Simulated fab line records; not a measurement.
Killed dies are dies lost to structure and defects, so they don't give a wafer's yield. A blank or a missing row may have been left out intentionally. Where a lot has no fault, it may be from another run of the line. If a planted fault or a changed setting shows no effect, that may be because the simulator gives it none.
fab line records	flow n5Finfet
record: lots: 7	wafers: 21
route steps=1938 shown BEOL_M4@1047 BEOL_M5@1112 BEOL_M6@1198 BEOL_M7@1269 BEOL_M8@1350 BEOL_M9@1419
startH: hours from the record's opening day to when the first of the lot's shown wafers began	waitH: how many hours have passed since the lot's step before this one	" same as the row above	L1.1+2: a row that stands for several wafers	- either no value or no given start	* or withheld: withheld	< > ~ a bound
route shown NAME@n: names a module that has steps shown in the file, with the first one's number in the route	usual: mean/standard deviation of fault-free wafers	same: alike in all rows	chamber/n: place in a boat	sites: per-site readings	_std_site: the standard deviation of these	_edge_site: mean of outer sites minus mean of inner sites	radiusMm: how far each site lies from the wafer's centre	mask NAME#n: copy n	behind: the tool/chamber that last shaped the wafer	hold: the reason the lot was held/the length of the hold in hours/how it ended	device: transistor that didn't switch, given as n, p or np	end of line: the tests these same wafers got at the end of their route	a step without rows: its recipe alone	killed: the dies lost at the first sort to structure and to defects; this is not the yield of the wafer	map: dies across one wafer; x = killed, . = not, _ = none there
set.NAME: the setting that was run; set.NAME@STEP: the one run at that earlier step	model.NAME: the simulator's own value behind a step, which no gauge read
lots with deliberately changed settings; one table per step, one row per wafer
== steps ==
step: N5_BEOL_M4_COAT_67
recipe: resist: SOC	tempC: 250	timeS: 60	spinRpm: 1500	resistThkNm: 60
lot.wafer	tool	chamber	startH	waitH	set.spinRpm	model.SOC_of_BEOL_M4_COAT_67.thkNm
L078.1	lithoTrack-02	0	187.91	0.0	1372	62.8
L078.4+5	"	0	"	"	1500	60.2
L081.4	lithoTrack-02	0	191.72	0.0	1500	60.4
L081.5	"	0	"	"	1360	63.2
L081.6	"	0	"	"	1500	60.2
L082.1+2+6	lithoTrack-02	0	204.36	0.0	1500	60
L085.2	lithoTrack-05	0	225.49	0.0	1500	60.4
L085.5	"	0	"	"	1500	60.6
L085.6	"	0	"	"	1652	57.6
L090.1+3	lithoTrack-02	0	243.82	0.0	1500	60
L090.5	"	0	"	"	1571	58.6
L091.3	lithoTrack-05	0	257.86	0.0	1655	57
L091.4	"	0	"	"	1655	57.4
L091.6	"	0	"	"	1500	60.2
L094.1	lithoTrack-05	0	281.94	0.0	1500	60.2
L094.2	"	0	"	"	1500	60.4
L094.4	"	0	"	"	1500	60.6
step: N5_BEOL_M4_COAT_68
recipe: resist: SiARC	tempC: 220	timeS: 60	spinRpm: 1500	resistThkNm: 12
step: N5_BEOL_M4_COAT_76
recipe: resist: underlayer	tempC: 205	timeS: 60	spinRpm: 1500	resistThkNm: 5
step: N5_BEOL_M4_ALD_98
recipe: material: SiO2	targetThkA: 25	tempC: 100	aldPrecursorFamily: BDEAS	aldCoReactant: O2-plasma	pulseTimeS: 1	coReactantPulseTimeS: 1	purgeTimeS: 2	coReactantPurgeTimeS: 2	aldCycles: 17	pressureTorr: 2
step: N5_BEOL_M4_ETCHBACK_99
recipe: chemistry: CHF3	target: SiO2	targetDepthA: 50	timeS: 10.4	sourceW: 215	biasW: 47	Ar_flow_sccm: 200	CHF3_flow_sccm: 12	ionEnergyEv: 100	pressureMtorr: 30
step: N5_BEOL_M4_ETCH_70
recipe: chemistry: N2/H2	target: SOC	targetDepthA: 800	overetchA: 240	maskMaterial: SiARC	tempC: 40	timeS: 130	ionEnergyEv: 200	pressureMtorr: 30	sourceW: 840	biasW: 150	n2FlowSccm: 200	h2FlowSccm: 200
lot.wafer	tool	chamber	startH	waitH	set.spinRpm@BEOL_M4_COAT_67	model.etch.depthNm
L078.1	rieDiel-05	2	190.41	0.0	1372	62.85
L078.4	"	0	"	"	1500	60.11
L078.5	"	0	"	"	1500	60.24
L081.4	rieDiel-02	1	196.02	0.0	1500	60.36
L081.5	"	2	"	"	1360	63.12
L081.6	"	3	"	"	1500	60.17
L082.1	rieDiel-05	1	207.67	0.0	1500	60.07
L082.2	"	0	"	"	1500	60.05
L082.6	"	3	"	"	1500	60.08
L085.2	rieDiel-04	3	227.48	0.0	1500	60.33
L085.5	"	2	"	"	1500	60.57
L085.6	"	1	"	"	1652	57.52
L090.1	rieDiel-02	1	248.28	0.0	1500	60.06
L090.3	"	3	"	"	1500	60.05
L090.5	"	1	"	"	1571	58.53
L091.3	rieDiel-05	0	266.24	0.0	1655	57.06
L091.4	"	2	"	"	1655	57.43
L091.6	"	2	"	"	1500	60.14
L094.1	rieDiel-05	3	284.81	0.0	1500	60.22
L094.2	"	0	"	"	1500	60.33
L094.4	"	1	"	"	1500	60.52
step: N5_BEOL_M4_STRIP_71
recipe: chemistry: N2/H2	tempC: 40	n2FlowSccm: 200	h2FlowSccm: 200	rfFrequencyHz: 6e+07
step: N5_BEOL_M4_STRIP_78
recipe: chemistry: N2/H2	tempC: 40	n2FlowSccm: 200	h2FlowSccm: 200	rfFrequencyHz: 6e+07
step: N5_BEOL_M4_VIA_ETCH_34
recipe: chemistry: C4F6/O2	targetDepthA: 694	maskMaterial: SOC	pressureMtorr: 15	ionEnergyEv: 250	taperDeg: 4	timeS: 65.9	sourceW: 350	biasW: 170	Ar_flow_sccm: 300	C4F6_flow_sccm: 10	O2_flow_sccm: 10
lot.wafer	tool	chamber	startH	waitH	set.spinRpm@BEOL_M4_COAT_67	model.SOC_of_BEOL_M4_COAT_67.thkNm
L078.1	rieDiel-05	2	190.51	0.0	1372	54.6
L078.4	"	0	"	"	1500	52
L078.5	"	0	"	"	1500	52.2
L081.4+6	rieDiel-02	1,3	196.12	0.0	1500	52.2
L081.5	"	2	"	"	1360	55.2
L082.1+6	rieDiel-05	1,3	207.78	0.0	1500	52.2
L082.2	"	0	"	"	1500	52
L085.2	rieDiel-04	3	227.58	0.0	1500	52.6
L085.5	"	2	"	"	1500	52.4
L085.6	"	1	"	"	1652	49.6
L090.1+3	rieDiel-02	1,3	248.38	0.0	1500	52
L090.5	"	1	"	"	1571	50.6
L091.3+4	rieDiel-05	0,2	266.35	0.0	1655	49.2
L091.6	"	2	"	"	1500	51.8
L094.1	rieDiel-05	3	284.92	0.0	1500	52.4
L094.2	"	0	"	"	1500	52.2
L094.4	"	1	"	"	1500	52.6
step: N5_BEOL_M5_ILD_DEP_00
recipe: material: SiCOH_lowk	targetThkA: 1406.4	tempC: 300	precursor: DEMS/porogen	pressureTorr: 5	rfW: 500	timeS: 25.9
lot.wafer	tool	chamber	startH	waitH	set.tempC	model.SiCOH_lowk_of_BEOL_M5_ILD_DEP_00.thkNm
L078.1	pecvd-03	0	196.35	0.8	300	139.2
L078.4+5	"	2,0	"	"	300	139.8
L081.4	pecvd-03	1	201.15	0.4	303.1	140
L081.5	"	0	"	"	300	142
L081.6	"	2	"	"	303.1	138
L082.1	pecvd-03	1	213.20	0.8	300	139
L082.2	"	0	"	"	300	139.4
L082.6	"	0	"	"	300	141.6
L085.2	pecvd-02	0	232.74	0.7	300	143.2
L085.5	"	1	"	"	297.4	147.2
L085.6	"	2	"	"	297.4	146.8
L090.1	pecvd-03	2	253.81	0.8	305	134.4
L090.3	"	0	"	"	305	136
L090.5	"	1	"	"	300	142.6
L091.3	pecvd-01	0	271.90	0.5	300	137.6
L091.4	"	2	"	"	296.1	146.4
L091.6	"	1	"	"	300	139
L094.1+2	pecvd-03	0,2	289.95	0.8	300	137
L094.4	"	2	"	"	296.7	142.4
step: N5_BEOL_M5_CURE_79
recipe: tempC: 385	timeS: 240	ambient: He/Ar	material: SiCOH_lowk
lot.wafer	tool	chamber	startH	waitH	set.tempC@BEOL_M5_ILD_DEP_00	model.SiCOH_lowk_of_BEOL_M5_ILD_DEP_00.thkNm
L078.1	uvCure-03	2	196.45	0.1	300	119.8
L078.4+5	"	2	"	"	300	120.2
L081.4	uvCure-01	0	201.43	0.3	303.1	120.4
L081.5	"	0	"	"	300	122.2
L081.6	"	0	"	"	303.1	118.6
L082.1	uvCure-01	1	213.30	0.1	300	119.6
L082.2	"	1	"	"	300	119.8
L082.6	"	1	"	"	300	121.8
L085.2	uvCure-03	1	232.88	0.1	300	123.2
L085.5	"	1	"	"	297.4	126.8
L085.6	"	1	"	"	297.4	126.4
L090.1	uvCure-01	1	253.87	0.0	305	115.6
L090.3	"	1	"	"	305	117
L090.5	"	1	"	"	300	122.8
L091.3	uvCure-02	0	272.12	0.2	300	118.4
L091.4	"	0	"	"	296.1	126
L091.6	"	0	"	"	300	119.6
L094.1	uvCure-02	0	290.01	0.0	300	118
L094.2	"	0	"	"	300	117.8
L094.4	"	0	"	"	296.7	122.4
step: N5_BEOL_M5_THK_MEAS_01
recipe: reads: SiCOH_lowk_of_BEOL_M5_ILD_DEP_00
usual: M5_ILD_THK: 121.1/1.5
lot.wafer	tool	chamber	startH	waitH	set.tempC@BEOL_M5_ILD_DEP_00	M5_ILD_THK[nm]
L078.1	filmMetro-02	-	196.96	0.4	300	119.7
L078.4	"	-	"	"	300	120.4
L078.5	"	-	"	"	300	120.3
L081.4	filmMetro-01	-	201.70	0.2	303.1	120.4
L081.5	"	-	"	"	300	122.2
L081.6	"	-	"	"	303.1	118.7
L082.1	filmMetro-02	-	213.81	0.4	300	119.6
L082.2	"	-	"	"	300	119.9
L082.6	"	-	"	"	300	121.9
L085.2	filmMetro-01	-	233.31	0.4	300	123.2
L085.5	"	-	"	"	297.4	126.7
L085.6	"	-	"	"	297.4	126.3
L090.1	filmMetro-01	-	254.39	0.4	305	115.7
L090.3	"	-	"	"	305	117.0
L090.5	"	-	"	"	300	122.7
L091.3	filmMetro-01	-	272.49	0.3	300	118.4
L091.4	"	-	"	"	296.1	126.0
L091.6	"	-	"	"	300	119.7
L094.1	filmMetro-01	-	290.52	0.4	300	117.9
L094.2	"	-	"	"	300	117.7
L094.4	"	-	"	"	296.7	122.4
step: N5_BEOL_M5_COAT_05
recipe: resist: CAR-EUV	spinRpm: 1500	resistThkNm: 30
lot.wafer	tool	chamber	startH	waitH	set.spinRpm	model.CAR-EUV_of_BEOL_M5_COAT_05.thkNm
L078.1+4	lithoTrack-04	0	-	-	1500	30
L078.5	"	0	"	"	1372	31.4
L081.4	lithoTrack-01	0	-	-	1358	31.6
L081.5+6	"	0	"	"	1500	30
L082.1+2+6	lithoTrack-04	0	-	-	1500	29.8
L085.2	lithoTrack-03	0	-	-	1394	31.2
L085.5	"	0	"	"	1394	31
L085.6	"	0	"	"	1500	30
L090.1	lithoTrack-01	0	-	-	1379	31.4
L090.3	"	0	"	"	1500	30.2
L090.5	"	0	"	"	1500	30
L091.3+6	lithoTrack-01	0	-	-	1429	30.8
L091.4	"	0	"	"	1500	30.2
L094.1+2+4	lithoTrack-03	0	-	-	1617	29
step: N5_BEOL_M5_EBR_07
recipe: solvent: PGMEA	ebrWidthMm: 1.5
step: N5_BEOL_M5_SOFTBAKE_06
recipe: tempC: 110	timeS: 60	resist: CAR-EUV
step: N5_BEOL_M5_DESCUM_16
recipe: chemistry: O2	timeS: 7	sourcePowerW: 50	biasPowerW: 20	pressureMtorr: 20	rfFrequencyHz: 2.712e+07	tempC: 40	resist: CAR-EUV	o2FlowSccm: 225
lot.wafer	tool	chamber	startH	waitH	set.spinRpm@BEOL_M5_COAT_05	model.CAR-EUV_of_BEOL_M5_COAT_05.thkNm
L078.1	rieDiel-01	3	197.57	0.0	1500	26.2
L078.4	"	2	"	"	1500	26
L078.5	"	3	"	"	1372	27.6
L081.4	rieDiel-01	0	203.77	0.0	1358	27.8
L081.5+6	"	0,3	"	"	1500	26.2
L082.1+6	rieDiel-06	3,0	214.49	0.0	1500	25.8
L082.2	"	2	"	"	1500	26
L085.2+5	rieDiel-01	0,3	234.95	0.1	1394	27.2
L085.6	"	0	"	"	1500	26
L090.1	rieDiel-01	2	256.20	0.0	1379	27.4
L090.3	"	0	"	"	1500	26.2
L090.5	"	2	"	"	1500	26
L091.3+6	rieDiel-06	3,2	274.33	0.2	1429	26.8
L091.4	"	1	"	"	1500	26.2
L094.1	rieDiel-01	1	292.19	0.3	1617	25
L094.2+4	"	3	"	"	1617	25.2
step: N5_BEOL_M6_HM_DEP_02
recipe: material: TiN	targetThkA: 200	tempC: 25	chamberPressurePa: 0.49996
lot.wafer	tool	chamber	startH	waitH	set.targetThkA	model.TiN_of_BEOL_M6_HM_DEP_02.thkNm
L078.1	pvdSputter-01	-	209.28	0.6	200	20.6
L078.4	"	-	"	"	200	20.8
L078.5	"	-	"	"	223	23.2
L081.4+5	pvdSputter-01	-	215.96	0.4	219.8	22.4
L081.6	"	-	"	"	200	20.6
L082.1+2	pvdSputter-03	-	224.29	0.7	200	20.8
L082.6	"	-	"	"	200	20.6
L085.2	pvdSputter-03	-	244.77	1.2	200	20.4
L085.5	"	-	"	"	175.4	17.8
L085.6	"	-	"	"	200	20
L090.1	pvdSputter-01	-	270.65	1.8	200	20
L090.3	"	-	"	"	183.6	18.6
L090.5	"	-	"	"	183.6	18.4
L091.3	pvdSputter-02	-	285.40	1.4	200	20.2
L091.4	"	-	"	"	200	20.4
L091.6	"	-	"	"	200	19.8
L094.1	pvdSputter-03	-	302.90	1.3	181.3	18.2
L094.2	"	-	"	"	200	19.8
L094.4	"	-	"	"	200	20.2
step: N5_BEOL_M6_COAT_59
recipe: resist: SOC	tempC: 250	timeS: 60	spinRpm: 1500	resistThkNm: 100
step: N5_BEOL_M6_COAT_60
recipe: resist: SiARC	tempC: 220	timeS: 60	spinRpm: 1500	resistThkNm: 35
step: N5_BEOL_M6_STRIP_68
recipe: chemistry: N2/H2	tempC: 40	n2FlowSccm: 200	h2FlowSccm: 200	rfFrequencyHz: 6e+07
step: N5_BEOL_M6_STRIP_67
recipe: chemistry: CF4	resist: SiARC	powerW: 300	biasPowerW: 75	pressureMtorr: 50	cf4FlowSccm: 150	rfFrequencyHz: 6e+07
step: N5_BEOL_M6_HM_OPEN_17
recipe: chemistry: Cl2/BCl3	targetDepthA: 200	overetchA: 60	target: TiN	maskMaterial: SOC	ionEnergyEv: 150	pressureMtorr: 10	icpW: 1000	biasW: 126	Cl2_flow_sccm: 53.25	bcl3FlowSccm: 21.75	Ar_flow_sccm: 25
lot.wafer	tool	chamber	startH	waitH	set.targetThkA@BEOL_M6_HM_DEP_02	model.etch.depthNm
L078.1	rieMetal-02	0	210.16	0.0	200	20.53
L078.4	"	0	"	"	200	20.89
L078.5	"	1	"	"	223	23.11
L081.4	rieMetal-01	0	217.64	0.1	219.8	22.41
L081.5	"	1	"	"	219.8	22.45
L081.6	"	0	"	"	200	20.51
L082.1	rieMetal-02	1	226.08	0.0	200	20.82
L082.2	"	0	"	"	200	20.87
L082.6	"	0	"	"	200	20.57
L085.2	rieMetal-01	0	246.07	0.0	200	20.39
L085.5	"	0	"	"	175.4	17.75
L085.6	"	1	"	"	200	19.94
L090.1	rieMetal-01	0	271.92	0.0	200	19.99
L090.3	"	1	"	"	183.6	18.67
L090.5	"	0	"	"	183.6	18.41
L091.3	rieMetal-02	0	286.17	0.1	200	20.15
L091.4	"	1	"	"	200	20.39
L091.6	"	0	"	"	200	19.86
L094.1	rieMetal-02	1	304.13	0.0	181.3	18.15
L094.2	"	0	"	"	200	19.78
L094.4	"	1	"	"	200	20.22
step: N5_BEOL_M7_COAT_60
recipe: resist: SiARC	tempC: 220	timeS: 60	spinRpm: 1500	resistThkNm: 35
lot.wafer	tool	chamber	startH	waitH	set.spinRpm	model.SiARC_of_BEOL_M7_COAT_60.thkNm
L078.1+4+5	lithoTrack-04	0	-	-	1639	33.4
L081.4	lithoTrack-04	0	-	-	1366	36.6
L081.5+6	"	0	"	"	1500	34.8
L082.1	lithoTrack-04	0	-	-	1500	35
L082.2+6	"	0	"	"	1500	35.2
L085.2+5+6	lithoTrack-01	0	-	-	1500	35.2
L090.1+3	lithoTrack-02	0	-	-	1500	35
L090.5	"	0	"	"	1340	37
L091.3+4+6	lithoTrack-04	0	-	-	1500	34.8
L094.1	lithoTrack-04	0	-	-	1500	34.8
L094.2	"	0	"	"	1590	34
L094.4	"	0	"	"	1500	35
step: N5_BEOL_M7_COAT_05
recipe: resist: CAR-ArF	spinRpm: 1500	resistThkNm: 90
lot.wafer	tool	chamber	startH	waitH	set.spinRpm	model.CAR-ArF_of_BEOL_M7_COAT_05.thkNm
L078.1+4	lithoTrack-04	0	-	-	1500	89.8
L078.5	"	0	"	"	1500	89.6
L081.4+6	lithoTrack-04	0	-	-	1500	89.6
L081.5	"	0	"	"	1500	89.8
L082.1	lithoTrack-04	0	-	-	1500	90
L082.2	"	0	"	"	1500	89.6
L082.6	"	0	"	"	1500	89.8
L085.2	lithoTrack-01	0	-	-	1405	93.4
L085.5	"	0	"	"	1500	90.4
L085.6	"	0	"	"	1405	93
L090.1	lithoTrack-02	0	-	-	1500	90.2
L090.3+5	"	0	"	"	1500	90
L091.3+4+6	lithoTrack-04	0	-	-	1500	90
L094.1	lithoTrack-04	0	-	-	1500	89.4
L094.2	"	0	"	"	1372	94
L094.4	"	0	"	"	1372	93.8
step: N5_BEOL_M7_EBR_07
recipe: solvent: PGMEA	ebrWidthMm: 1.5
step: N5_BEOL_M7_SOFTBAKE_06
recipe: tempC: 110	timeS: 60	resist: CAR-ArF
step: N5_BEOL_M7_DESCUM_16
recipe: chemistry: O2	timeS: 7.9	sourcePowerW: 50	biasPowerW: 20	pressureMtorr: 20	rfFrequencyHz: 2.712e+07	tempC: 40	resist: CAR-ArF	o2FlowSccm: 225
step: N5_BEOL_M7_ETCH_61
recipe: chemistry: CF4	target: SiARC	targetDepthA: 455	maskMaterial: CAR-ArF	timeS: 75.8	ionEnergyEv: 80	pressureMtorr: 40	sourceW: 545	biasW: 36	Ar_flow_sccm: 100	cf4FlowSccm: 100	ends: cleared
lot.wafer	tool	chamber	startH	waitH	set.spinRpm@BEOL_M7_COAT_60	set.spinRpm@BEOL_M7_COAT_05	model.CAR-ArF_of_BEOL_M7_COAT_05.thkNm	model.etch.depthNm
L078.1	rieDiel-01	2	216.05	0.0	1639	1500	52	33.4
L078.4	"	0	"	"	1639	1500	52.2	33.39
L078.5	"	0	"	"	1639	1500	51.8	33.39
L081.4	rieDiel-01	1	224.94	0.0	1366	1500	48.8	36.62
L081.5	"	2	"	"	1500	1500	50.8	34.83
L081.6	"	1	"	"	1500	1500	50.6	34.85
L082.1	rieDiel-06	3	234.88	0.0	1500	1500	50.8	34.95
L082.2	"	0	"	"	1500	1500	50.4	35.14
L082.6	"	0	"	"	1500	1500	50.6	35.16
L085.2	rieDiel-01	0	252.42	0.0	1500	1405	53.8	35.26
L085.5	"	1	"	"	1500	1500	51	35.26
L085.6	"	2	"	"	1500	1405	53.6	35.2
L090.1	rieDiel-03	3	278.68	0.0	1500	1500	51	35
L090.3	"	0	"	"	1500	1500	51	35.03
L090.5	"	0	"	"	1340	1500	49	37.05
L091.3	rieDiel-03	2	292.71	0.0	1500	1500	51	34.82
L091.4	"	0	"	"	1500	1500	51	34.87
L091.6	"	2	"	"	1500	1500	51	34.79
L094.1	rieDiel-01	3	312.70	0.0	1500	1500	50.4	34.87
L094.2	"	1	"	"	1590	1372	55.6	33.98
L094.4	"	1	"	"	1500	1372	54.6	34.91
step: N5_BEOL_M8_ETCH_62
recipe: chemistry: N2/H2	target: SOC	targetDepthA: 1100	overetchA: 220	maskMaterial: SiARC	tempC: 40	timeS: 165	ionEnergyEv: 200	pressureMtorr: 30	sourceW: 840	biasW: 150	n2FlowSccm: 200	h2FlowSccm: 200
lot.wafer	tool	chamber	startH	waitH	set.timeS	model.SiARC_of_BEOL_M8_COAT_60.thkNm
L078.1	rieDiel-05	2	223.64	0.0	165	28.6
L078.4	"	2	"	"	165	28.4
L078.5	"	3	"	"	140.3	29.8
L081.4+5	rieDiel-04	2	232.45	0.0	165	28.4
L081.6	"	3	"	"	186.4	27.8
L082.1	rieDiel-02	3	241.44	0.0	165	28.6
L082.2+6	"	0,3	"	"	165	28.4
L085.2+5	rieDiel-04	1,3	262.43	0.0	165	28.6
L085.6	"	0	"	"	165	28.4
L090.1	rieDiel-04	3	286.15	0.0	165	28.2
L090.3	"	0	"	"	165	28.4
L090.5	"	0	"	"	150.4	29
L091.3	rieDiel-04	0	300.16	0.0	202.1	27
L091.4	"	3	"	"	165	28.2
L091.6	"	2	"	"	165	28.4
L094.1	rieDiel-02	0	319.89	0.0	165	28.4
L094.2	"	2	"	"	145	29.2
L094.4	"	0	"	"	165	28.6
step: N5_BEOL_M8_STRIP_68
recipe: chemistry: N2/H2	tempC: 40	n2FlowSccm: 200	h2FlowSccm: 200	rfFrequencyHz: 6e+07
step: N5_BEOL_M8_STRIP_67
recipe: chemistry: CF4	resist: SiARC	powerW: 300	biasPowerW: 75	pressureMtorr: 50	cf4FlowSccm: 150	rfFrequencyHz: 6e+07
step: N5_BEOL_M8_HM_OPEN_17
recipe: chemistry: Cl2/BCl3	targetDepthA: 200	overetchA: 60	target: TiN	maskMaterial: SOC	ionEnergyEv: 150	pressureMtorr: 10	icpW: 1000	biasW: 126	Cl2_flow_sccm: 53.25	bcl3FlowSccm: 21.75	Ar_flow_sccm: 25
lot.wafer	tool	chamber	startH	waitH	set.timeS@BEOL_M8_ETCH_62	model.etch.depthNm
L078.1	rieMetal-02	1	223.83	0.0	165	19.75
L078.4	"	1	"	"	165	19.82
L078.5	"	0	"	"	140.3	19.84
L081.4	rieMetal-02	1	232.67	0.1	165	19.66
L081.5	"	0	"	"	165	19.64
L081.6	"	1	"	"	186.4	17.78
L082.1	rieMetal-02	0	241.63	0.0	165	20.28
L082.2	"	1	"	"	165	20.05
L082.6	"	0	"	"	165	19.99
L085.2+5	rieMetal-02	1	262.62	0.0	165	20.28
L085.6	"	0	"	"	165	20.11
L090.1	rieMetal-02	0	286.33	0.0	165	20.23
L090.3	"	0	"	"	165	20.25
L090.5	"	0	"	"	150.4	20.15
L091.3	rieMetal-03	0	300.38	0.1	202.1	16.49
L091.4	"	1	"	"	165	20.27
L091.6	"	1	"	"	165	20.04
L094.1	rieMetal-01	0	320.07	0.0	165	20.01
L094.2	"	1	"	"	145	19.88
L094.4	"	1	"	"	165	20.14
step: N5_BEOL_M9_ETCH_62
recipe: chemistry: N2/H2	target: SOC	targetDepthA: 1100	overetchA: 220	maskMaterial: SiARC	tempC: 40	timeS: 165	ionEnergyEv: 200	pressureMtorr: 30	sourceW: 840	biasW: 150	n2FlowSccm: 200	h2FlowSccm: 200
usual: rfVppV: 524.4/2.6
lot.wafer	tool	chamber	startH	waitH	set.sourceW	rfVppV
L078.1	rieDiel-06	0	231.43	0.0	840	523.1
L078.4	"	2	"	"	840	524.2
L078.5	"	2	"	"	840	523.5
L081.4	rieDiel-01	0	239.26	0.0	840	526.1
L081.5	"	3	"	"	840	523.1
L081.6	"	2	"	"	840	521.3
L082.1	rieDiel-06	0	249.06	0.0	840	523.3
L082.2	"	1	"	"	840	525.3
L082.6	"	1	"	"	840	525.3
L085.2	rieDiel-01	3	271.09	0.0	840	523.7
L085.5	"	0	"	"	925.5	508.7
L085.6	"	1	"	"	840	523.3
L090.1	rieDiel-06	0	292.48	0.0	840	521.6
L090.3	"	1	"	"	880.1	517.7
L090.5	"	1	"	"	880.1	516.3
L091.3	rieDiel-01	0	308.39	0.0	840	526.2
L091.4	"	3	"	"	840	521.4
L091.6	"	0	"	"	840	526.0
L094.1	rieDiel-01	3	327.50	0.0	840	522.1
L094.2	"	0	"	"	840	525.7
L094.4	"	1	"	"	840	522.5
== key ==
split: step: N5_BEOL_M4_COAT_67	setting: spinRpm	stated: 1500	by: wafer
response: step: N5_BEOL_M4_COAT_67	reading: model.SOC_of_BEOL_M4_COAT_67.thkNm	change: -0.297	per: 1%	r: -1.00
response: step: N5_BEOL_M4_ETCH_70	reading: model.etch.depthNm	change: -0.297	per: 1%	r: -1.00
response: step: N5_BEOL_M4_VIA_ETCH_34	reading: model.SOC_of_BEOL_M4_COAT_67.thkNm	change: -0.286	per: 1%	r: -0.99
split: step: N5_BEOL_M5_ILD_DEP_00	setting: tempC	stated: 300	by: wafer
response: step: N5_BEOL_M5_ILD_DEP_00	reading: model.SiCOH_lowk_of_BEOL_M5_ILD_DEP_00.thkNm	change: -4.69	per: 1%	r: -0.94
response: step: N5_BEOL_M5_CURE_79	reading: model.SiCOH_lowk_of_BEOL_M5_ILD_DEP_00.thkNm	change: -4.08	per: 1%	r: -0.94
response: step: N5_BEOL_M5_THK_MEAS_01	reading: M5_ILD_THK	change: -4.06	per: 1%	r: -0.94
split: step: N5_BEOL_M5_COAT_05	setting: spinRpm	stated: 1500	by: wafer
response: step: N5_BEOL_M5_COAT_05	reading: model.CAR-EUV_of_BEOL_M5_COAT_05.thkNm	change: -0.161	per: 1%	r: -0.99
response: step: N5_BEOL_M5_DESCUM_16	reading: model.CAR-EUV_of_BEOL_M5_COAT_05.thkNm	change: -0.166	per: 1%	r: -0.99
split: step: N5_BEOL_M6_HM_DEP_02	setting: targetThkA	stated: 200	by: wafer
response: step: N5_BEOL_M6_HM_DEP_02	reading: model.TiN_of_BEOL_M6_HM_DEP_02.thkNm	change: +0.196	per: 1%	r: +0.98
response: step: N5_BEOL_M6_HM_OPEN_17	reading: model.etch.depthNm	change: +0.197	per: 1%	r: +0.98
split: step: N5_BEOL_M7_COAT_60	setting: spinRpm	stated: 1500	by: wafer
response: step: N5_BEOL_M7_COAT_60	reading: model.SiARC_of_BEOL_M7_COAT_60.thkNm	change: -0.186	per: 1%	r: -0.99
response: step: N5_BEOL_M7_ETCH_61	reading: model.etch.depthNm	change: -0.188	per: 1%	r: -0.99
response: step: N5_BEOL_M7_ETCH_61	reading: model.CAR-ArF_of_BEOL_M7_COAT_05.thkNm	slope: +0.196	per: 1%	togetherWith: spinRpm@BEOL_M7_COAT_05	explained: 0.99
split: step: N5_BEOL_M7_COAT_05	setting: spinRpm	stated: 1500	by: wafer
response: step: N5_BEOL_M7_COAT_05	reading: model.CAR-ArF_of_BEOL_M7_COAT_05.thkNm	change: -0.497	per: 1%	r: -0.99
response: step: N5_BEOL_M7_ETCH_61	reading: model.CAR-ArF_of_BEOL_M7_COAT_05.thkNm	change: -0.507	per: 1%	r: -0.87
split: step: N5_BEOL_M8_ETCH_62	setting: timeS	stated: 165	by: wafer
response: step: N5_BEOL_M8_ETCH_62	reading: model.SiARC_of_BEOL_M8_COAT_60.thkNm	change: -0.0634	per: 1%	r: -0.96
response: step: N5_BEOL_M8_HM_OPEN_17	reading: model.etch.depthNm	shape: bent	atLowest: 19.84	atStated: 20.05	atHighest: 16.49
split: step: N5_BEOL_M9_ETCH_62	setting: sourceW	stated: 840	by: wafer
response: step: N5_BEOL_M9_ETCH_62	reading: rfVppV	change: -1.36	per: 1%	r: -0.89
